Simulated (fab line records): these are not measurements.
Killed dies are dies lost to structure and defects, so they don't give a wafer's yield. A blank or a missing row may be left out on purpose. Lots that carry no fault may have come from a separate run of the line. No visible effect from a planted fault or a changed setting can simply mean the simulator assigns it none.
fab line records -- flow n5-finfet
[record] lots = 4, wafers = 11, last-day = 16
route steps=1938 shown PASSIVATION@1898
lots with no fault: from the same line, run without faults
start-h: the number of hours between the record's first day and the start of the first shown wafer of the lot -- wait-h: time in hours since the lot's previous step -- " same as the row above -- L1.1+2: several wafers, shown together as one row -- - no value, or no start was given -- * or withheld: withheld -- < > ~ a bound
route shown NAME@n: a module of which the file shows steps, and the number in the route of the first -- usual: the fault-free wafers' mean and standard deviation -- same: alike in all rows -- chamber/n: place in a boat -- sites: each site's reading -- _std_site: the standard deviation of these -- _edge_site: mean of outer sites minus mean of inner sites -- radius-mm: how far each site lies from the wafer's centre -- mask NAME#n: copy n -- behind: tool/chamber where the wafer was last shaped -- hold: reason for holding the lot/hours on hold/outcome of the hold -- device: whichever transistor did not switch (one of n, p or np) -- end of line: at the end of the route, the tests of the same wafers -- where a step has no rows: the recipe by itself -- killed: at the first sort, the dies lost to defects and structure; wafer yield is something else -- map: per-die view of a wafer (x killed, . not killed, _ where there is no die)
set.NAME: the setting the step ran with; set.NAME@STEP: the setting that earlier step ran with -- model.NAME: the simulator's own value behind a step, which no gauge read
lots at selected steps of the route; one table per step, one row per wafer
services: when a tool's chamber went out of use (start-h, in hours from the record's first day, below 0 if earlier), for how many hours, and the reason
[[steps]]
[step N5_PASSIVATION_COAT_24]
[recipe] spin-rpm = 3000, resist-thk-nm = withheld
[step N5_PASSIVATION_EBR_26]
[recipe] solvent = PGMEA, ebr-width-mm = 1.5
[step N5_PASSIVATION_SOFTBAKE_25]
[recipe] temp-c = 100, time-s = 90
[step N5_PASSIVATION_EXPOSE_27]
[recipe] mask-id = PAD, na = 0.55, source-shape = conventional, sigma-outer = 0.8, polarization = unpolarized, defocus-nm = 0, dose-mj = 32.3
[step N5_PASSIVATION_PEB_28]
[recipe] peb-temp-c = withheld, peb-time-s = *
[step N5_PASSIVATION_DEVELOP_29]
[recipe] develop-time-s = 60, rinse-liquid = diw, dry = air-spin, dev-temp-c = 21
[step N5_PASSIVATION_HARDBAKE_31]
[recipe] temp-c = 130, time-s = 120
[step N5_PASSIVATION_DESCUM_32]
[recipe] chemistry = O2, time-s = 7.9, source-power-w = 50, bias-power-w = 20, pressure-mtorr = 20, rf-frequency-hz = 2.712e+07, temp-c = 40, o2-flow-sccm = 225
[step N5_PASSIVATION_AL_ETCH_33]
[recipe] chemistry = Cl2/BCl3, target-depth-a = 28000, over-etch-frac = 0.15, Cl2_flow_sccm = 180, bcl3-flow-sccm = 60, target = Al, stop-on = TaN, time-s = 466.7, ion-energy-ev = 100, pressure-mtorr = 10, icp-w = 900, bias-w = 100
[step N5_PASSIVATION_ETCH_59]
[recipe] chemistry = Cl2/BCl3, target = TaN, target-depth-a = 650, time-s = 34.9, ion-energy-ev = 100, pressure-mtorr = 10, icp-w = 900, bias-w = 100, Cl2_flow_sccm = 60, bcl3-flow-sccm = 30
[usual] bcl3-flow-sccm = 30.00/0.086, drypump-motor-current-A = 5.88/0.25, oes-product-au = 0.76/0.047, throttle-valve-pct = 21.23/0.16
lot.wafer,tool,chamber,start-h,wait-h,bcl3-flow-sccm,drypump-motor-current-A,oes-product-au,rf-hours-counter-h,throttle-valve-pct
L832.2,rie-metal-01,0,307.72,0.3,30.12,6.31,0.80,26,21.25
L832.6,rie-metal-01,0,307.72,0.3,30.00,6.31,0.80,-,21.26
L837.2,rie-metal-01,0,351.75,0.3,29.92,6.30,0.79,30,21.27
L837.3,rie-metal-01,1,351.75,0.3,30.04,6.02,0.73,-,21.13
L837.4,rie-metal-01,0,351.75,0.3,30.12,6.31,0.79,-,21.26
L841.3,rie-metal-01,1,374.13,0.2,29.97,6.03,0.73,-,21.13
L841.5,rie-metal-01,0,374.13,0.2,30.02,6.30,0.79,-,21.26
L841.6,rie-metal-01,1,374.13,0.2,30.03,6.04,0.74,-,21.13
L844.1,rie-metal-03,0,379.39,0.3,29.87,5.81,0.73,42,21.35
L844.3,rie-metal-03,0,379.39,0.3,29.91,5.81,0.73,-,21.34
L844.4,rie-metal-03,1,379.39,0.3,30.09,5.59,0.73,-,21.31
[step N5_PASSIVATION_STRIP_34]
[recipe] chemistry = O2, power-w = 600, temp-c = 60, pressure-mtorr = 30, rf-frequency-hz = 6e+07, bias-power-w = 0, overash-fraction = 2, o2-flow-sccm = 225
[step N5_PASSIVATION_STRIP_51]
[recipe] chemistry = post-etch-residue-remover, time-s = 1200, temp-c = 72.5
[step N5_PASSIVATION_CLEAN_69]
[recipe] chemistry = IPA, time-s = 180, temp-c = 25
[step N5_PASSIVATION_SRD_70]
[recipe] dry = ipa-marangoni, time-s = 30, temp-c = 23, rinse-liquid = diw
[step N5_PASSIVATION_PECVD_53]
[recipe] material = SiO2, target-thk-a = 8000, temp-c = 400, precursor = TEOS/O2, pressure-torr = 6.5, rf-w = withheld, teos-flow-sccm = withheld, gas = O2, flow-sccm = 2650, time-s = 169.4
[step N5_PASSIVATION_PECVD_35]
[recipe] material = SiNx, target-thk-a = 7000, temp-c = 400, precursor = SiH4/NH3/N2, pressure-torr = 4.9, rf-w = 1406, time-s = 151.3
[step N5_PASSIVATION_HMDS_37]
[recipe] time-s = 60, temp-c = 120
[step N5_PASSIVATION_COAT_38]
[recipe] spin-rpm = 3000, resist-thk-nm = withheld
[step N5_PASSIVATION_EBR_40]
[recipe] solvent = PGMEA, ebr-width-mm = 1.5
[step N5_PASSIVATION_SOFTBAKE_39]
[recipe] temp-c = 110, time-s = 120
[step N5_PASSIVATION_EXPOSE_41]
[recipe] mask-id = PASS_OPEN, na = 0.55, defocus-nm = 0, source-shape = conventional, sigma-outer = 0.8, polarization = unpolarized, target-cd-nm = 40000, dose-mj = 57.25
[step N5_PASSIVATION_PEB_42]
[recipe] peb-temp-c = withheld, peb-time-s = *
[step N5_PASSIVATION_DEVELOP_43]
[recipe] develop-time-s = 60, rinse-liquid = diw, dry = air-spin, dev-temp-c = 21
[step N5_PASSIVATION_HARDBAKE_45]
[recipe] temp-c = 130, time-s = 120
[step N5_PASSIVATION_DESCUM_46]
[recipe] chemistry = O2, time-s = 7.9, source-power-w = 50, bias-power-w = 20, pressure-mtorr = 20, rf-frequency-hz = 2.712e+07, temp-c = 40, o2-flow-sccm = 225
[step N5_PASSIVATION_PASS_ETCH_47]
[recipe] chemistry = CF4/O2, target = SiNx, target-depth-a = 7700, time-s = 385, ion-energy-ev = 100, pressure-mtorr = 40, source-w = 535, bias-w = 49, Ar_flow_sccm = 100, cf4-flow-sccm = 100, O2_flow_sccm = 10
[step N5_PASSIVATION_ETCH_54]
[recipe] chemistry = CHF3/O2, target = SiO2, target-depth-a = 8800, CHF3_flow_sccm = 50, O2_flow_sccm = 5, Ar_flow_sccm = 200, time-s = 440, mask-material = PR, pressure-mtorr = 30, source-w = 650, bias-w = 170, ion-energy-ev = 200
[step N5_PASSIVATION_STRIP_48]
[recipe] chemistry = O2, power-w = 600, temp-c = 60, pressure-mtorr = 30, rf-frequency-hz = 6e+07, bias-power-w = 0, overash-fraction = 0.5, o2-flow-sccm = 225
[step N5_PASSIVATION_STRIP_52]
[recipe] chemistry = post-etch-residue-remover, time-s = 1200, temp-c = 72.5
[step N5_PASSIVATION_CLEAN_71]
[recipe] chemistry = IPA, time-s = 180, temp-c = 25
[step N5_PASSIVATION_SRD_72]
[recipe] dry = ipa-marangoni, time-s = 30, temp-c = 23, rinse-liquid = diw
[step N5_PASSIVATION_ANNEAL_56]
[recipe] temp-c = 400, time-s = 1800, ambient = FGA, idle-temp-c = 300, ramp-up-c-per-min = 5, ramp-down-c-per-min = 3
[step N5_PASSIVATION_PROBE_49]
[usual] defect-limited-yield = 91.2/1.4, killed_at_M0_to_M3 = 32/9.3, killed_at_M4_up = 14/4.9, killed-at-contacts = 15/7.5, killed-at-front-end = 40/11, killed-at-other = 4/3.3, killed-dies = 104/17, killed-open = 68/14, killed-short = 33/7.9, sort_bin_4_leakage = 0/0, sort_bin_5_function = 5.2/0.99, sort_bin_6_memory = 3.2/0.65, sort-n-pass = 1076/17, sort-yield-pct = 91.1/1.5
[same] gross-dies = 1180, killed-at-back-side = 0, sort_bin_8_speed[%] = 0
lot.wafer,tool,chamber,start-h,wait-h,defect-limited-yield[%],killed_at_M0_to_M3,killed_at_M4_up,killed-at-contacts,killed-at-front-end,killed-at-other,killed-dies,killed-open,killed-short,sort_bin_4_leakage[%],sort_bin_5_function[%],sort_bin_6_memory[%],sort-n-pass,sort-yield-pct[%]
L832.2,prober-02,-,312.20,0.1,89.7,41,19,12,39,11,122,67,52,0,6.7,3.2,1058,89.7
L832.6,prober-02,-,312.40,0.3,87.5,50,14,14,60,10,148,100,47,0,8.0,4.3,1032,87.5
L837.2,prober-01,-,356.37,0.1,84.3,48,12,15,46,64,185,91,31,0,9.8,4.4,995,84.3
L837.3,prober-01,-,356.42,0.1,83.8,26,11,4,43,107,191,52,34,0,11.0,3.3,989,83.8
L837.4,prober-01,-,356.47,0.2,87.7,22,15,9,30,69,145,45,22,0,7.4,2.4,1035,87.7
L841.3,prober-02,-,378.52,0.1,81.1,30,12,17,57,107,223,68,30,0.25,10.7,4.5,954,80.8
L841.5,prober-02,-,378.62,0.2,84.3,38,9,18,52,68,185,85,33,0,9.1,4.7,995,84.3
L841.6,prober-02,-,378.67,0.3,79.3,39,15,21,55,114,244,75,42,0,12.1,5.2,936,79.3
// killed by level:class
L832.2 BEOL_M2:geometric-particle:open=12 GATE_CUT:geometric-particle:short=11 MOL_CONTACT_COAG:geometric-particle:open=11 BEOL_M0_SAQP:geometric-particle:open=9 BEOL_M3:geometric-particle:short=9 FIN_SAQP:geometric-particle:short=8 BEOL_M0_SAQP:geometric-particle:short=6 FIN_SAQP:geometric-particle:open=5
L832.6 BEOL_M0_SAQP:geometric-particle:open=16 MOL_CONTACT_COAG:geometric-particle:open=13 BEOL_M0_SAQP:geometric-particle:short=12 FIN_SAQP:geometric-particle:open=10 FIN_SAQP:geometric-particle:short=10 BEOL_M1:geometric-particle:open=9 BEOL_M4:geometric-particle:open=9 DUMMY_GATE:geometric-particle:open=8
L837.2 PASSIVATION:unspecified=62 BEOL_M1:geometric-particle:open=13 MOL_CONTACT_COAG:geometric-particle:open=12 STI_FIN_REVEAL:geometric-particle:open=11 BEOL_M0_SAQP:geometric-particle:short=10 BEOL_M4:geometric-particle:open=10 BEOL_M0_SAQP:geometric-particle:open=8 BEOL_M3:geometric-particle:open=6
L837.3 PASSIVATION:unspecified=105 STI_FIN_REVEAL:geometric-particle:open=16 BEOL_M1:geometric-particle:open=7 BEOL_M0_SAQP:geometric-particle:short=6 FIN_SAQP:geometric-particle:open=5 STI_FIN_REVEAL:geometric-particle:short=5 MOL_CONTACT_COAG:geometric-particle:open=4 BEOL_M0_SAQP:geometric-particle:open=4
L837.4 PASSIVATION:unspecified=68 HKMG_FIN:area-etch=10 MOL_CONTACT_COAG:geometric-particle:open=8 DUMMY_GATE:geometric-particle:open=7 BEOL_M1:geometric-particle:open=6 BEOL_M4:geometric-particle:open=5 BEOL_M0_SAQP:geometric-particle:open=5 FIN_SAQP:geometric-particle:short=4
L841.3 PASSIVATION:unspecified=107 HKMG_FIN:area-etch=17 MOL_CONTACT_COAG:geometric-particle:open=15 BEOL_M1:geometric-particle:open=10 BEOL_M0_SAQP:geometric-particle:open=8 STI_FIN_REVEAL:geometric-particle:open=7 DUMMY_GATE:geometric-particle:open=7 BEOL_M0_SAQP:geometric-particle:short=7
L841.5 PASSIVATION:unspecified=67 MOL_CONTACT_COAG:geometric-particle:open=15 STI_FIN_REVEAL:geometric-particle:open=12 DUMMY_GATE:geometric-particle:open=9 BEOL_M0_SAQP:geometric-particle:open=9 BEOL_M2:geometric-particle:open=8 BEOL_M1:geometric-particle:open=7 BEOL_M0_SAQP:geometric-particle:short=5
L841.6 PASSIVATION:unspecified=113 MOL_CONTACT_COAG:geometric-particle:open=14 HKMG_FIN:area-etch=14 BEOL_M1:geometric-particle:open=11 FIN_SAQP:geometric-particle:open=8 BEOL_M2:geometric-particle:open=8 BEOL_M4:geometric-particle:open=8 MOL_CONTACT_COAG:geometric-particle:short=7
// map L837.3 (x killed, . not)
_________________..........x.________________
______________....x............._____________
___________........x......x.x......__________
__________.........................._________
________...................x.........._______
_______x..x....x.......................______
______..........................x......._____
_____......x..................xx.........____
____......x...x...................x.......___
___.x....x.................x.....x...x....x__
___.x...xx................x.............xx.__
__.xx.xxxxxx.....................x.........._
__.xxxxxxxxxx.............................x._
_.xxxxxxxxxxx.x.............x...............x
_.xxxxxxxxx.x................................
_xxxxxxxxxxxxx..............x................
_xxxxxxxxxxxxx.x...........x.....x.x.........
_.xxxxxxxxxxx..xx..............x.........x...
_.xxxxxxxx.xxx..............xx...............
_...xxxxxxxx............x..................x.
_x...x.xxxx.x...x.....x..x...........x.......
__....x..x.............x.....x.............._
__.......x.x.xx........x.......x............_
___.x...............x.....x...x............__
___...x..x........................x........__
____.....x..............x........x........___
_____x.................x...x.............____
______...............x....x.....x.....x._____
_______x....x.....................x..x.______
________..................x.......x..._______
__________..............x.........xx_________
___________...........x............__________
______________...x.............._____________
_________________x...........________________
// map L841.6 (x killed, . not)
_________________............________________
______________....x..x.x...x...._____________
___________x...x...................__________
__________...x.x...................._________
________.........x........x...x......._______
_______............................x...______
______........x..xx.................x..._____
_____..xxxx....x.x................x...x..____
____......x............x.........x........___
___xxxx.x.x..................x....x........__
___.xx...x..x.....x.x........x.............__
__x.xxxxxxxxx.......................x......._
__xxxxxxxxx..x.....x.xx............x........_
_xxxxxxxxxxx...........xx.................x..
_.xxxxxxxxxxxxx......x...xxx..xx.............
_..xxxxxxxxxxxx.x....................x.......
_xxxxxxxxxxxxxx..............x.....x...x.....
_.xxxxxxxxxxxx...........x.........x........x
_..x.xxxxxxxx.............x.....x.x..........
_xxxxxxxxxxx.x...x...xxx.....x...............
_x.xxxxxx.x.......x...x...x....xx............
__....x.....x.x....xxx....x........x........_
__........x...x.....x.x.x......x...x.......x_
___...x.x.............x......xx.....x......__
___.x.x.......................xx.....x...x.__
____.......x.........x...x...........x....___
_____....x......x.......x...............x____
______.....xx.....x.x..................._____
_______.x..x..........................x______
________...x...x....xx....x..x.......x_______
__________......x..................x_________
___________...........x.....x......__________
______________....x............._____________
_________________.........x..________________
[[services]]
tool,chamber,start-h,hours,kind
rie-metal-03,-,350.90,0.3,repair
rie-metal-01,-,360.14,0.3,repair
[[key]]
[first-sign] step = N5_PASSIVATION_PROBE_49, reading = killed-at-other, direction = up, sigmas = 25, usual = 4, struck = 88
[effect] step = N5_PASSIVATION_PROBE_49, reading = defect-limited-yield, direction = down, sigmas = 5.4, usual = 91.2, struck = 83.4
[more-kills-born-at] N5_PASSIVATION_ETCH_59@rie-metal-01 = 522
met-at N5_PASSIVATION_ETCH_59
struck-wafers L837.2,L837.3,L837.4,L841.3,L841.5,L841.6
[baseline-loss] step = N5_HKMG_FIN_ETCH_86, wafers = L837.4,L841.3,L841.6
onset-between 307.72 351.75
[fault] kind = chamber-particle-source, tool = rie-metal-01, chamber = -, onset-h = 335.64, steps = N5_PASSIVATION_ETCH_59, rate-per-visit-cm2 = 0.69751, end-h = 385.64
// baseline-loss: these wafers lose ten dies or more at that step, a loss of the line's own and not of a fault; the sort's usual values leave them out
